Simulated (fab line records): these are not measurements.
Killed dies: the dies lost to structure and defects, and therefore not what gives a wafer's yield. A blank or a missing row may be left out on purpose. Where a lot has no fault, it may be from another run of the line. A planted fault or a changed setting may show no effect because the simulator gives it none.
Matching of chambers || flow nandHarc || NHARC_A_M1_DEP_33 on pecvd-04 has 3 sister chambers
The step deposits SiCN, target thk 30 nm. 6 wafers are shown with their chamber, then 10 later ones without.

## WAFERS, EACH WITH ITS CHAMBER
{"wafer": "L079.6", "chamber": 0, "heaterPowerW (W)": 517}
{"wafer": "L082.1", "chamber": 1, "heaterPowerW (W)": 586}
{"wafer": "L082.4", "chamber": 2, "heaterPowerW (W)": 427}
{"wafer": "L082.6", "chamber": 0, "heaterPowerW (W)": 490}
{"wafer": "L086.1", "chamber": 1, "heaterPowerW (W)": 524}
{"wafer": "L086.3", "chamber": 2, "heaterPowerW (W)": 528}

## WAFERS WITH NO CHAMBER GIVEN
{"wafer": "L086.4", "heaterPowerW (W)": 488}
{"wafer": "L093.2", "heaterPowerW (W)": 489}
{"wafer": "L093.3", "heaterPowerW (W)": 479}
{"wafer": "L093.6", "heaterPowerW (W)": 497}
{"wafer": "L094.4", "heaterPowerW (W)": 418}
{"wafer": "L094.5", "heaterPowerW (W)": 512}
{"wafer": "L094.6", "heaterPowerW (W)": 468}
{"wafer": "L096.3", "heaterPowerW (W)": 610}
{"wafer": "L096.4", "heaterPowerW (W)": 600}
{"wafer": "L096.5", "heaterPowerW (W)": 549}

## CHAMBER TAKEN BY EACH
{"wafer": "L086.4", "from the rows above": "can't be placed: 2 or 0 or 1", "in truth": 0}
{"wafer": "L093.2", "from the rows above": "can't be placed: 2 or 0 or 1", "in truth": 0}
{"wafer": "L093.3", "from the rows above": "can't be placed: 2 or 0 or 1", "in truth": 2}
{"wafer": "L093.6", "from the rows above": "can't be placed: 0 or 2 or 1", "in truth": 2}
{"wafer": "L094.4", "from the rows above": "can't be placed: 2 or 0 or 1", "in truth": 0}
{"wafer": "L094.5", "from the rows above": "can't be placed: 0 or 2 or 1", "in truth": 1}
{"wafer": "L094.6", "from the rows above": "can't be placed: 2 or 0 or 1", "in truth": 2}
{"wafer": "L096.3", "from the rows above": "can't be placed: 1 or 0 or 2", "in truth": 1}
{"wafer": "L096.4", "from the rows above": "can't be placed: 1 or 0 or 2", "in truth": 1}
{"wafer": "L096.5", "from the rows above": "can't be placed: 1 or 0 or 2", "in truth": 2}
0 of 10 placed correctly. Not placeable from these rows: 10 (in 10, the candidates include the true chamber). Wrongly placed: 0.
How it was worked out, from the rows above alone: a wafer's distance from a chamber is the root of the sum, over the readings, of the square of ((its reading less the chamber's mean) divided by the reading's scatter). The wafer belongs to the nearest chamber; if the next one is less than 2 further off, it can't be placed. A chamber's mean is the mean of its shown wafers. The scatter: the root of (the sum of the squares of (reading less its chamber's mean) over the shown wafers, divided by (wafers less chambers)).
